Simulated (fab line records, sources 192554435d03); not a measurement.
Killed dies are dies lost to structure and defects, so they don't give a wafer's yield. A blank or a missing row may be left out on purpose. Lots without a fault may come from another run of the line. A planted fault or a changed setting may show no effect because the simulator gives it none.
Problem report in the 8D (eight disciplines) form, filled by code | flow n5_finfet | the parts of the form that need people (team, actions taken, sign-off) are left out

1. THE PROBLEM
cd_nm at N5_BEOL_M3_CD_MEAS_28 reads a mean of 5.28 nm on 2 wafers of 2 lots; wafers without a fault read 25.72 nm with a standard deviation of 0.23. That is -89 standard deviations from the usual mean.
The step: target cd 25.7 nm, target cd y 23.3 nm.
First seen on wafer L160.2, day 9 17:29, on cd_sem-02. The record holds 27 wafers of 10 lots with a number at this step. Rule for "out", or "out of limits": more than 4 standard deviations from the usual mean. The other wafers with a number count as sound.

2. WHAT IT IS AND WHAT IT IS NOT
question                    | is                   | is not
which readings at this step | cd_nm                | -
which lots                  | L160, L166           | L152, L157, L158, L168, L170, L171, L172, L175
which wafers of those lots  | L160.2, L166.3       | L160.1, L166.4
read on which gauges        | cd_sem-01, cd_sem-02 | cd_sem-03
when                        | from day 9 17:29     | up to then (9 sound wafers); but 16 sound wafers of L166, L168, L170, L171, L172, L175 came after

3. SUSPECTS, AND WHAT RULES EACH OUT
Counting: a tool at a process step up to the reading stays a suspect if it ran every lot that is out. Sound lots after the first of them don't rule it out here, since some wafers of a struck lot are sound.
- the gauge at N5_BEOL_M3_CD_MEAS_28: ruled out. The wafers that are out were read on 2 gauges (cd_sem-01, cd_sem-02).
- euv_scanner-02 at N5_BEOL_M3_EXPOSE_25 (exposes mask V2, defocus 5 nm): kept. It ran every lot that is out, first L160 (day 9 17:21); its last sound lot up to then is L157 (day 9 11:01).
Left after counting: euv_scanner-02 at N5_BEOL_M3_EXPOSE_25.

4. THE CAUSE (what the simulator had put in)
Process parameter drift: euv_scanner-02, from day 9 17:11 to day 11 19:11, at N5_BEOL_M3_EXPOSE_25. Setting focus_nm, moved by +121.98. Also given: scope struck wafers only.
Counting left only this tool.

5. THE CHAIN OF EFFECTS, in route order
Each row: a reading whose mean over the struck wafers that have a number lies more than 3 standard deviations from the usual. Only readings for which the record gives a usual standard deviation are gone through. hours: the time from each lot's start at the first step in this table that gives one to its start at this step, as a median over the lots. sigmas: the change in usual standard deviations.
hours | step                    | reading              | usual    | on struck wafers | change | sigmas
0     | N5_BEOL_M3_CD_MEAS_28   | cd_nm                | 25.72 nm | 5.28             | -20.44 | -89
142   | N5_PASSIVATION_PROBE_49 | defect_limited_yield | 91.6 %   | 0.0              | -91.6  | -65
142   | N5_PASSIVATION_PROBE_49 | killed_at_M0_to_M3   | 33       | 1112             | +1080  | +99 or more
142   | N5_PASSIVATION_PROBE_49 | killed_dies          | 99       | 1180             | +1081  | +68
142   | N5_PASSIVATION_PROBE_49 | killed_on_rim        | 13       | 152              | +139   | +33
142   | N5_PASSIVATION_PROBE_49 | sort_bin_5_function  | 4.9 %    | 96.8             | +91.8  | +99 or more
142   | N5_PASSIVATION_PROBE_49 | sort_n_pass          | 1081     | 0                | -1081  | -64
142   | N5_PASSIVATION_PROBE_49 | sort_yield_pct       | 91.6 %   | 0.0              | -91.6  | -65
The process steps in it:
- N5_PASSIVATION_PROBE_49

6. WHAT WOULD HAVE CAUGHT IT SOONER
In this record the first reading out of limits at a measuring or inspecting step was taken at day 9 17:29, 0 hours after the fault began at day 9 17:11.
Of the tool readings at N5_BEOL_M3_EXPOSE_25 for which the record gives a usual standard deviation, none was out on any struck wafer, so an alarm limit of 4 standard deviations on them would not have fired.
Of the lots that are out (2), L166 began N5_BEOL_M3_EXPOSE_25 on euv_scanner-02 after day 9 17:29. A hold on the tool at that time would have spared it.
